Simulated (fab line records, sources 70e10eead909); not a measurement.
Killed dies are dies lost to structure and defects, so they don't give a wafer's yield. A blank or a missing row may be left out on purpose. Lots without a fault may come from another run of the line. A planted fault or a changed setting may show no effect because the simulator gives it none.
Chamber matching | flow nand_harc | NHARC_A_STAIRCASE_TRIM_20 on rie_diel-08: 4 sister chambers
The step chemistry O2, time 211.2 s. 14 wafers are shown with their chamber, then 7 later ones without.

WAFERS WITH THEIR CHAMBER
wafer  | chamber | showerhead_plenum_p_Torr (Torr) | drypump_motor_current_A (A) | oes_product_au (a.u.)
L077.1 | 2       | 3.59                            | 6.5                         | 0.987
L077.3 | 0       | 3.34                            | 6.2                         | 0.987
L077.6 | 3       | 3.44                            | 5.6                         | 0.993
L077.2 | 1       | 3.43                            | 5.9                         | 1.026
L077.4 | 3       | 3.44                            | 5.6                         | 0.998
L077.5 | 2       | 3.59                            | 6.5                         | 1.001
L082.1 | 3       | 3.43                            | 5.5                         | 1.001
L082.4 | 0       | 3.33                            | 6.3                         | 0.996
L082.5 | 1       | 3.42                            | 5.9                         | 1.010
L084.1 | 1       | 3.42                            | 5.9                         | 1.025
L084.2 | 2       | 3.58                            | 6.5                         | 0.996
L084.5 | 1       | 3.42                            | 5.9                         | 1.022
L085.2 | 3       | 3.43                            | 5.6                         | 0.983
L085.4 | 0       | 3.33                            | 6.3                         | 0.986

SIGNATURES (means of the wafers above)
reading                  | chamber 0 | chamber 1 | chamber 2 | chamber 3 | scatter within a chamber
showerhead_plenum_p_Torr | 3.3333    | 3.4225    | 3.5867    | 3.4350    | 0.00555
drypump_motor_current_A  | 6.267     | 5.900     | 6.500     | 5.575     | 0.0376
oes_product_au           | 0.98967   | 1.02075   | 0.99467   | 0.99375   | 0.00715
Rule: a wafer's distance from a chamber is the root of the sum, over the readings, of the square of ((its reading less the chamber's mean) divided by the reading's scatter). The wafer belongs to the nearest chamber; if the next one is less than 2 further off, it can't be placed. The scatter: the root of (the sum of the squares of (reading less its chamber's mean) over the shown wafers, divided by (wafers less chambers)).

WAFERS WITHOUT THEIR CHAMBER
wafer  | showerhead_plenum_p_Torr (Torr) | drypump_motor_current_A (A) | oes_product_au (a.u.)
L085.5 | 3.33                            | 6.2                         | 0.991
L088.3 | 3.58                            | 6.5                         | 1.000
L088.4 | 3.33                            | 6.3                         | 1.001
L088.5 | 3.41                            | 5.9                         | 1.008
L094.1 | 3.42                            | 5.6                         | 0.987
L094.3 | 3.41                            | 5.9                         | 0.999
L094.6 | 3.41                            | 5.9                         | 0.999

WHICH CHAMBER EACH WENT THROUGH
wafer  | from the rows above | in truth
L085.5 | 0                   | 0
L088.3 | 2                   | 2
L088.4 | 0                   | 0
L088.5 | 1                   | 1
L094.1 | 3                   | 3
L094.3 | 1                   | 1
L094.6 | 1                   | 1
Placed correctly: 7 of 7. Can't be placed from these rows: 0. Placed wrongly: 0.
